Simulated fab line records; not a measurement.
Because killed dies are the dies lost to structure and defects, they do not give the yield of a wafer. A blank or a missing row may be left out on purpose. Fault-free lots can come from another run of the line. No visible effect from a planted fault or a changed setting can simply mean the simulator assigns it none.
fab line records    flow nand_harc
[record] lots = 12  wafers = 36  last_day = 29
route steps=1159 shown A_STAIRCASE@532 END@1159
lots that met no fault: from a run of the same line without faults
start_h: start of the lot's first displayed wafer, in hours after the record's first day    wait_h: time in hours since the lot's previous step    " as in the row above    L1.1+2: a row that stands for several wafers    - no value, or no start was given    * or withheld: withheld    < > ~ a bound
route shown NAME@n: names a module that has steps shown in the file, with the first one's number in the route    usual: mean and standard deviation over wafers with no fault    same: alike in all rows    chamber/n: place in a boat    sites: per-site readings    _std_site: their standard deviation    _edge_site: inner sites' mean taken away from outer sites' mean    radius_mm: how far each site lies from the wafer's centre    mask NAME#n: copy n    behind: tool/chamber where the wafer was last shaped    hold: cause of the lot's hold/its duration in hours/its outcome    device: the transistor (n, p or np) that didn't switch    end of line: tests of these same wafers at the route's end    a step given without rows: its recipe and nothing more    killed: not the wafer's yield, but the dies lost to structure and defects at the first sort    map: dies across one wafer; x = killed, . = not, _ = none there
set.NAME: setting as actually run; set.NAME@STEP: the setting as run at that earlier step    model.NAME: the simulator's own value behind a step, which no gauge read
the route's steps for a sample of lots (tables are steps, rows are wafers)
services: when a tool's chamber went out of use (start_h, in hours from the record's first day, below 0 if earlier), for how many hours, and the reason
[[steps]]
[step NHARC_A_STAIRCASE_ETCH_170]
[recipe] target_depth_a = 2000  time_s = 66.667  ion_energy_ev = 250  c4f6_flow_sccm = 25  o2_flow_sccm = 20  ar_flow_sccm = 500  rf_w = 600  bias_w = 500  chemistry = C4F6/O2
[usual] drypump_motor_current_A = 5.8/0.49  oes_product_au = 0.976/0.014  rf_vpp_V = 548/3.4  showerhead_plenum_p_Torr = 3.98/0.16  throttle_valve_pct = 26.902/0.01
lot.wafer  tool         chamber  start_h  wait_h  drypump_motor_current_A  oes_product_au  rf_hours_counter_h  rf_vpp_V  showerhead_plenum_p_Torr  throttle_valve_pct
L875.1     rie_diel-04  0        -        -       6.4                      0.992           1                   544       3.80                      26.917
L875.5     "            0        "        "       6.4                      0.992           -                   545       3.80                      26.914
L875.6     "            1        "        "       5.4                      0.988           -                   550       4.00                      26.889
L881.4     rie_diel-04  2        -        -       6.4                      0.983           4                   547       3.98                      26.906
L881.6     "            0        "        "       6.5                      0.969           -                   545       3.79                      26.906
L881.5     "            1        "        "       5.4                      0.971           -                   548       3.99                      26.899
L882.2     rie_diel-11  3        314.96   0.6     5.3                      0.988           34                  549       4.00                      26.907
L882.3     "            3        "        "       5.3                      0.992           -                   548       4.00                      26.901
L882.6     "            3        "        "       5.3                      0.984           -                   547       4.00                      26.897
L885.2     rie_diel-11  3        315.15   0.3     5.4                      0.995           34                  549       4.00                      26.900
L885.4     "            0        "        "       6.0                      1.005           -                   553       4.21                      26.900
L885.5     "            3        "        "       5.3                      0.998           -                   548       4.00                      26.914
L884.3     rie_diel-04  0        -        -       6.4                      0.964           10                  544       3.79                      26.905
L884.2     "            2        "        "       6.4                      0.967           7                   549       3.98                      26.901
L884.5     "            0        "        "       6.4                      0.976           -                   544       3.79                      26.900
L886.1     rie_diel-11  1        -        -       5.9                      0.997           24                  549       4.05                      26.902
L886.2     "            3        "        "       5.3                      0.975           37                  549       3.99                      26.892
L886.6     "            2        "        "       5.9                      0.965           -                   542       3.69                      26.895
L888.1     rie_diel-11  2        -        -       5.9                      0.958           33                  542       3.69                      26.892
L888.2     "            0        "        "       6.1                      0.963           37                  553       4.20                      26.914
L888.6     "            2        "        "       5.9                      0.965           -                   542       3.69                      26.904
L892.4     rie_diel-05  0        -        -       5.3                      0.971           45                  547       3.94                      26.896
L892.6     "            0        "        "       5.3                      0.969           -                   546       3.94                      26.903
L892.5     "            1        "        "       6.1                      0.984           -                   546       3.85                      26.914
L893.2     rie_diel-04  1        -        -       5.4                      0.982           20                  547       3.98                      26.878
L893.1     "            2        "        "       6.5                      0.974           17                  548       3.97                      26.910
L893.6     "            1        "        "       5.4                      0.970           -                   548       3.98                      26.903
L894.2     rie_diel-04  1        -        -       5.4                      0.992           29                  549       3.98                      26.896
L894.1     "            3        "        "       5.1                      0.966           28                  552       4.18                      26.888
L894.6     "            0        "        "       6.5                      0.987           -                   543       3.78                      26.892
L897.1     rie_diel-04  0        -        -       6.5                      0.972           41                  545       3.77                      26.886
L897.4     "            1        "        "       5.4                      0.971           39                  547       3.97                      26.899
L897.5     "            0        "        "       6.5                      0.969           -                   544       3.77                      26.897
L898.2     rie_diel-05  1        -        -       6.1                      0.975           10                  543       3.84                      26.899
L898.1     "            2        "        "       6.5                      0.989           8                   550       4.06                      26.899
L898.6     "            0        "        "       5.2                      0.986           -                   548       3.93                      26.906
[step NHARC_A_STAIRCASE_TRIM_18]
[recipe] time_s = 211.2  o2_flow_sccm = 500  ar_flow_sccm = 0  bias_w = 0  chemistry = O2
[usual] bias_w = 0/0  chamber_pressure_mTorr = 60.00/0.053  drypump_motor_current_A = 5.8/0.45  oes_product_au = 0.999/0.0099  rf_vpp_V = 57.9/0.92  showerhead_plenum_p_Torr = 3.57/0.15  throttle_valve_pct = 17.038/0.0097
lot.wafer  tool         chamber  start_h  wait_h  bias_w  chamber_pressure_mTorr  drypump_motor_current_A  oes_product_au  rf_hours_counter_h  rf_vpp_V  showerhead_plenum_p_Torr  throttle_valve_pct
L875.1     rie_diel-11  3        303.58   -       0       60.03                   5.3                      0.989           27                  57.6      3.60                      17.037
L875.6     "            0        "        "       0       60.09                   6.1                      0.993           -                   58.2      3.79                      17.035
L875.5     "            1        "        "       0       60.03                   5.8                      1.008           -                   58.6      3.65                      17.029
L881.4     rie_diel-05  1        313.33   -       0       59.98                   6.1                      1.003           35                  57.4      3.47                      17.038
L881.6     "            0        "        "       0       59.99                   5.3                      0.998           -                   57.0      3.55                      17.031
L881.5     "            1        "        "       0       60.03                   6.0                      1.009           -                   57.3      3.47                      17.036
L885.2     rie_diel-11  3        317.70   -       0       60.00                   5.3                      0.992           36                  56.6      3.59                      17.047
L885.4     "            1        "        "       0       59.96                   5.9                      1.006           23                  57.3      3.64                      17.022
L885.5     "            0        "        "       0       60.00                   6.1                      1.010           -                   58.7      3.79                      17.045
L882.2     rie_diel-04  1        318.08   -       0       60.08                   5.4                      0.995           11                  59.1      3.59                      17.031
L882.3     "            2        "        "       0       60.00                   6.4                      0.999           8                   58.1      3.58                      17.041
L882.6     "            2        "        "       0       59.89                   6.5                      0.999           -                   56.3      3.58                      17.041
L884.3     rie_diel-11  2        319.45   -       -       -                       -                        -               -                   -         -                         -
L884.2     "            1        "        "       -       -                       -                        -               -                   -         -                         -
L884.5     "            3        "        "       -       -                       -                        -               -                   -         -                         -
L886.2     rie_diel-11  0        322.76   -       -       -                       -                        -               -                   -         -                         -
L886.1     "            2        "        "       -       -                       -                        -               -                   -         -                         -
L886.6     "            0        "        "       -       -                       -                        -               -                   -         -                         -
L888.1     rie_diel-05  0        324.16   -       -       -                       -                        -               -                   -         -                         -
L888.2     "            1        "        "       -       -                       -                        -               -                   -         -                         -
L888.6     "            3        "        "       -       -                       -                        -               -                   -         -                         -
L892.4     rie_diel-11  1        335.99   -       0       59.95                   5.8                      1.011           35                  58.5      3.64                      17.035
L892.5     "            3        "        "       0       59.96                   5.3                      0.999           -                   57.2      3.59                      17.028
L892.6     "            0        "        "       0       59.99                   6.1                      0.998           -                   59.1      3.78                      17.049
L893.1     rie_diel-04  3        336.39   -       0       59.96                   5.1                      0.990           23                  58.6      3.77                      17.033
L893.2     "            2        "        "       0       59.99                   6.4                      0.995           19                  57.4      3.57                      17.039
L893.6     "            3        "        "       0       59.98                   5.1                      1.003           -                   57.5      3.77                      17.007
L894.1     rie_diel-11  0        350.28   -       0       59.98                   6.1                      1.013           59                  58.0      3.77                      17.044
L894.2     "            2        "        "       0       60.01                   5.9                      0.973           53                  57.7      3.31                      17.052
L894.6     "            0        "        "       0       60.02                   6.1                      0.997           -                   58.6      3.77                      17.037
L897.4     rie_diel-05  0        370.30   -       0       60.05                   5.3                      1.004           11                  59.0      3.53                      17.030
L897.1     "            3        "        "       0       59.90                   5.5                      1.009           9                   55.7      3.38                      17.045
L897.5     "            1        "        "       0       60.01                   6.1                      1.002           -                   58.7      3.45                      17.036
L898.2     rie_diel-05  0        376.55   -       0       60.03                   5.3                      0.994           14                  57.8      3.53                      17.030
L898.1     "            3        "        "       0       59.95                   5.5                      1.006           12                  58.3      3.38                      17.048
L898.6     "            0        "        "       0       60.05                   5.3                      1.000           -                   58.2      3.53                      17.037
[step NHARC_A_STAIRCASE_TRIM_20]
[recipe] time_s = 211.2  o2_flow_sccm = 500  ar_flow_sccm = 0  bias_w = 0  chemistry = O2
[usual] chamber_pressure_mTorr = 59.99/0.059  drypump_motor_current_A = 5.8/0.51  oes_product_au = 1.002/0.0087  rf_vpp_V = 57.9/0.78  showerhead_plenum_p_Torr = 3.56/0.14  throttle_valve_pct = 17.036/0.0092
[same] bias_w = 0
lot.wafer  tool         chamber  start_h  wait_h  chamber_pressure_mTorr  drypump_motor_current_A  oes_product_au  rf_hours_counter_h  rf_vpp_V  showerhead_plenum_p_Torr  throttle_valve_pct
L875.1     rie_diel-04  0        304.05   0.2     60.05                   6.4                      1.010           3                   57.8      3.41                      17.042
L875.5     "            1        "        "       60.00                   5.4                      1.002           -                   56.1      3.59                      17.023
L875.6     "            2        "        "       59.91                   6.5                      1.012           -                   57.3      3.58                      17.034
L881.4     rie_diel-05  3        313.76   0.2     59.98                   5.5                      0.999           37                  58.6      3.40                      17.032
L881.5     "            3        "        "       59.94                   5.5                      1.012           -                   57.1      3.40                      17.039
L881.6     "            0        "        "       59.88                   5.3                      1.007           -                   58.6      3.55                      17.034
L885.2     rie_diel-11  0        318.23   0.1     59.91                   6.1                      1.012           36                  58.3      3.79                      17.033
L885.4     "            3        "        "       60.10                   5.3                      0.999           36                  57.5      3.59                      17.033
L885.5     "            1        "        "       60.02                   5.8                      1.010           -                   58.1      3.64                      17.042
L882.2     rie_diel-05  3        318.53   0.1     59.99                   5.5                      1.010           40                  56.8      3.39                      17.042
L882.3     "            0        "        "       59.96                   5.3                      0.998           38                  58.2      3.55                      17.032
L882.6     "            2        "        "       59.95                   6.5                      1.001           -                   58.8      3.66                      17.028
L884.2     rie_diel-11  1        319.81   0.1     60.00                   5.9                      1.011           24                  57.5      3.64                      17.044
L884.3     "            3        "        "       59.96                   5.3                      0.995           37                  58.3      3.59                      17.038
L884.5     "            0        "        "       59.96                   6.1                      1.003           -                   58.4      3.79                      17.041
L886.2     rie_diel-04  2        323.56   0.3     60.08                   6.4                      1.000           11                  57.4      3.58                      17.047
L886.1     "            3        "        "       60.01                   5.1                      0.989           14                  58.6      3.78                      17.029
L886.6     "            2        "        "       59.94                   6.5                      1.005           -                   59.0      3.58                      17.051
L888.1     rie_diel-05  0        324.67   0.1     60.03                   5.2                      0.995           42                  58.4      3.55                      17.042
L888.2     "            1        "        "       59.99                   6.1                      1.012           42                  57.4      3.46                      17.044
L888.6     "            0        "        "       60.01                   5.2                      0.985           -                   57.4      3.54                      17.040
L892.4     rie_diel-11  2        336.48   0.1     60.02                   5.9                      0.973           43                  57.4      3.31                      17.030
L892.5     "            3        "        "       60.04                   5.3                      0.990           -                   57.7      3.59                      17.039
L892.6     "            0        "        "       60.04                   6.1                      0.999           -                   57.4      3.78                      17.043
L893.2     rie_diel-11  1        336.87   0.2     60.06                   5.8                      0.998           36                  57.7      3.64                      17.042
L893.1     "            2        "        "       60.04                   5.9                      0.979           44                  58.0      3.31                      17.032
L893.6     "            0        "        "       59.98                   6.1                      1.005           -                   59.0      3.78                      17.041
L894.1     rie_diel-05  2        350.63   0.1     60.02                   6.5                      1.004           0                   58.2      3.66                      17.050
L894.2     "            3        "        "       59.94                   5.5                      0.993           0                   58.9      3.39                      17.033
L894.6     "            3        "        "       60.01                   5.5                      1.001           -                   57.0      3.39                      17.049
L897.4     rie_diel-04  2        370.77   0.2     59.91                   6.4                      1.006           37                  58.2      3.56                      17.050
L897.1     "            3        "        "       60.03                   5.1                      1.007           43                  58.9      3.76                      17.037
L897.5     "            0        "        "       60.01                   6.4                      1.016           -                   57.4      3.39                      17.056
L898.1     rie_diel-04  1        377.10   0.1     59.97                   5.4                      1.011           44                  58.3      3.57                      17.041
L898.2     "            2        "        "       60.00                   6.5                      1.013           41                  60.2      3.56                      17.046
L898.6     "            0        "        "       60.04                   6.4                      1.024           -                   57.7      3.39                      17.014
[step NHARC_A_STAIRCASE_ETCH_25]
[recipe] target_depth_a = 1000  time_s = 40.5  ion_energy_ev = 400  c4f8_flow_sccm = 20  o2_flow_sccm = 10  ar_flow_sccm = withheld  rf_w = 600  bias_w = 1000  chemistry = C4F8/O2
[usual] oes_product_au = 0.938/0.011  rf_vpp_V = 897/5
lot.wafer  tool         chamber  start_h  wait_h  oes_product_au  rf_hours_counter_h  rf_vpp_V
L875.1     rie_diel-04  0        -        -       0.945           4                   891
L875.5     "            0        "        "       0.952           -                   892
L875.6     "            1        "        "       0.938           -                   898
L881.4     rie_diel-05  2        -        -       0.921           39                  900
L881.5     "            2        "        "       0.927           -                   901
L881.6     "            3        "        "       0.939           -                   891
L885.2     rie_diel-11  2        -        -       0.923           32                  889
L885.4     "            3        "        "       0.932           37                  899
L885.5     "            2        "        "       0.919           -                   888
L882.3     rie_diel-05  3        -        -       0.946           41                  891
L882.2     "            2        "        "       0.928           42                  901
L882.6     "            3        "        "       0.929           -                   891
L884.2     rie_diel-11  0        -        -       0.934           38                  907
L884.3     "            1        "        "       0.929           25                  899
L884.5     "            0        "        "       0.928           -                   905
L886.1     rie_diel-04  0        -        -       0.944           15                  891
L886.2     "            1        "        "       0.944           15                  897
L886.6     "            1        "        "       0.952           -                   898
L888.2     rie_diel-05  0        -        -       0.932           43                  896
L888.1     "            3        "        "       0.941           44                  890
L888.6     "            1        "        "       0.935           -                   894
L892.4     rie_diel-11  1        -        -       0.949           36                  900
L892.5     "            1        "        "       0.953           -                   900
L892.6     "            2        "        "       0.919           -                   888
L893.2     rie_diel-11  1        -        -       0.937           37                  900
L893.1     "            0        "        "       0.945           50                  905
L893.6     "            2        "        "       0.918           -                   887
L894.2     rie_diel-05  1        -        -       0.956           1                   894
L894.1     "            3        "        "       0.942           1                   890
L894.6     "            0        "        "       0.964           -                   896
L897.4     rie_diel-04  0        -        -       0.931           44                  892
L897.1     "            2        "        "       0.929           37                  896
L897.5     "            3        "        "       0.911           -                   904
L898.2     rie_diel-04  1        -        -       0.938           45                  897
L898.1     "            3        "        "       0.931           48                  906
L898.6     "            1        "        "       0.932           -                   897
[step NHARC_END_SORT_01]
[recipe] temp_c = 25
[usual] killed_at_array = 29/11  killed_at_other = 0.5/0.85  killed_at_periphery = 3.0/2.3  killed_dies = 33/12  killed_open = 3.3/1.9  killed_short = 2.0/1.5
[same] gross_dies = 677
lot.wafer  tool       chamber  start_h  wait_h  killed_at_array  killed_at_other  killed_at_periphery  killed_dies  killed_open  killed_short
L884.2     prober-01  0        611.71   2.8     674              0                3                    677          2            6
L884.3     prober-01  0        612.49   3.1     676              0                1                    677          4            1
L884.5     prober-01  0        614.05   3.6     676              0                1                    677          1            3
L888.1     prober-02  0        615.30   2.5     670              0                7                    677          4            3
L888.2     prober-02  0        616.10   2.8     666              3                8                    677          4            2
L888.6     prober-02  0        619.30   4.0     667              4                6                    677          5            1
L886.1     prober-02  0        623.10   2.5     675              0                2                    677          2            3
L886.2     prober-02  0        623.91   2.8     677              0                0                    677          1            2
L886.6     prober-02  0        627.15   4.0     675              0                2                    677          3            2
// killed by level:class
L884.2 A_STAIRCASE:area_trim=644 A_CHANNEL_HOLE_D1:chamber_film_flake=12 A_CONTACT:chamber_film_flake=7 A_CHANNEL_FILL_D1:geometric_particle:short=2 A_BLC:geometric_particle:short=2 A_STAIRCASE:chamber_film_flake=2 P_GATE:geometric_particle:open=1 P_M1:geometric_particle:short=1
L884.3 A_STAIRCASE:area_trim=642 A_CHANNEL_HOLE_D1:chamber_film_flake=18 A_STAIRCASE:chamber_film_flake=3 A_M0:geometric_particle:open=2 A_CONTACT:chamber_film_flake=2 A_SLIT:chamber_film_flake=2 A_WL_FILL:chamber_film_flake=2 A_CHANNEL_HOLE_D1:geometric_particle:short=1
L884.5 A_STAIRCASE:area_trim=643 A_CHANNEL_HOLE_D1:chamber_film_flake=17 A_CONTACT:chamber_film_flake=5 A_ZERO_WELL:chamber_film_flake=4 A_CHANNEL_FILL_D1:chamber_film_flake=2 A_CHANNEL_HOLE_D1:geometric_particle:short=1 A_SGD_CUT:geometric_particle:open=1 A_BLC:geometric_particle:short=1
L888.1 A_STAIRCASE:area_trim=617 A_CHANNEL_HOLE_D1:chamber_film_flake=20 A_SLIT:chamber_film_flake=20 A_CONTACT:chamber_film_flake=7 P_ZERO_WELL:chamber_film_flake=3 A_CHANNEL_FILL_D1:geometric_particle:short=2 A_STAIRCASE:chamber_film_flake=2 P_GATE:geometric_particle:open=1
L888.2 A_STAIRCASE:area_trim=626 A_CHANNEL_HOLE_D1:chamber_film_flake=17 A_SLIT:chamber_film_flake=14 P_STI:chamber_film_flake=6 A_CONTACT:chamber_film_flake=3 THIN_TSV:chamber_film_flake=3 P_CONTACT:geometric_particle:open=1 P_M1:geometric_particle:open=1
L888.6 A_STAIRCASE:area_trim=616 A_SLIT:chamber_film_flake=19 A_CHANNEL_HOLE_D1:chamber_film_flake=18 A_CONTACT:chamber_film_flake=5 P_STI:chamber_film_flake=4 THIN_TSV:chamber_film_flake=4 A_CHANNEL_FILL_D1:chamber_film_flake=2 P_CONTACT:geometric_particle:open=1
L886.1 A_STAIRCASE:area_trim=659 A_STAIRCASE:chamber_film_flake=5 A_CONTACT:chamber_film_flake=5 A_CHANNEL_HOLE_D1:chamber_film_flake=2 P_GATE:geometric_particle:short=1 A_ONON_D1:geometric_particle:open=1 A_CHANNEL_HOLE_D1:geometric_particle:short=1 A_CHANNEL_FILL_D1:geometric_particle:open=1
L886.2 A_STAIRCASE:area_trim=655 A_STAIRCASE:chamber_film_flake=10 A_CHANNEL_HOLE_D1:chamber_film_flake=4 A_CONTACT:chamber_film_flake=4 A_CHANNEL_HOLE_D1:geometric_particle:short=1 A_SGD_CUT:geometric_particle:short=1 A_CONTACT:geometric_particle:open=1 A_ZERO_WELL:chamber_film_flake=1
L886.6 A_STAIRCASE:area_trim=650 A_STAIRCASE:chamber_film_flake=9 A_CONTACT:chamber_film_flake=5 P_CONTACT:geometric_particle:open=2 A_SGD_CUT:geometric_particle:short=2 A_CHANNEL_HOLE_D1:chamber_film_flake=2 A_SLIT:chamber_film_flake=2 A_ONON_D1:geometric_particle:open=1
[[services]]
tool         chamber  start_h  hours  kind
rie_diel-04  -        289.00   9.0    pm
rie_diel-11  0        296.68   -      clean
rie_diel-11  1        296.68   -      clean
rie_diel-11  2        296.68   -      clean
rie_diel-11  3        296.68   -      clean
rie_diel-05  1        303.01   3.9    repair
rie_diel-11  1        307.64   8.5    repair
rie_diel-11  0        321.24   -      clean
rie_diel-11  1        321.24   -      clean
rie_diel-11  2        321.24   -      clean
rie_diel-11  3        321.24   -      clean
rie_diel-05  -        341.18   9.0    pm
rie_diel-11  0        345.77   -      clean
rie_diel-11  1        345.77   -      clean
rie_diel-11  2        345.77   -      clean
rie_diel-11  3        345.77   -      clean
rie_diel-11  3        357.74   -      consumable_replace:focus_ring
rie_diel-11  3        357.74   9.0    scheduled_down
rie_diel-11  3        357.74   9.0    vent_cycle
rie_diel-11  -        367.63   9.0    pm
rie_diel-11  0        367.63   9.0    vent_cycle
rie_diel-11  1        367.63   9.0    vent_cycle
rie_diel-11  2        367.63   9.0    vent_cycle
rie_diel-11  3        367.63   9.0    vent_cycle
[[key]]
[first_sign] step = NHARC_A_STAIRCASE_TRIM_18  reading = tool_record  direction = missing
[effect] step = NHARC_END_SORT_01  reading = killed_at_array  direction = up  sigmas = 60  usual = 29  struck = 673
[more_kills_born_at] NHARC_A_STAIRCASE_TRIM_18@rie_diel-11 = 3893  NHARC_A_STAIRCASE_TRIM_18@rie_diel-05 = 1858
met_at NHARC_A_STAIRCASE_TRIM_18
struck_lots L884,L886,L888
later_rows_left_out L884.2,L884.3,L884.5,L886.1,L886.2,L886.6,L888.1,L888.2,L888.6
tester_left_out L884,L886,L888
not_acting_at NHARC_A_STAIRCASE_ETCH_170,NHARC_A_STAIRCASE_TRIM_20,NHARC_A_STAIRCASE_ETCH_25
onset_between 317.70 319.45
[fault] kind = skipped_step_whole  tool = rie_diel-05,rie_diel-11  chamber = -  onset_h = 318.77  steps = NHARC_A_STAIRCASE_TRIM_18  scope = struck_lots_only
// tester_left_out: of these lots the tester's yield and bins aren't shown, on N5 and GAA mostly nor the transistor test; their killed dies are dies lost to structure and defects alone, not to doping, threshold or leakage, so they don't give the yield
// later_rows_left_out: the simulator's readings of these wafers behind a module that went badly wrong aren't trusted and aren't shown, but for the sort
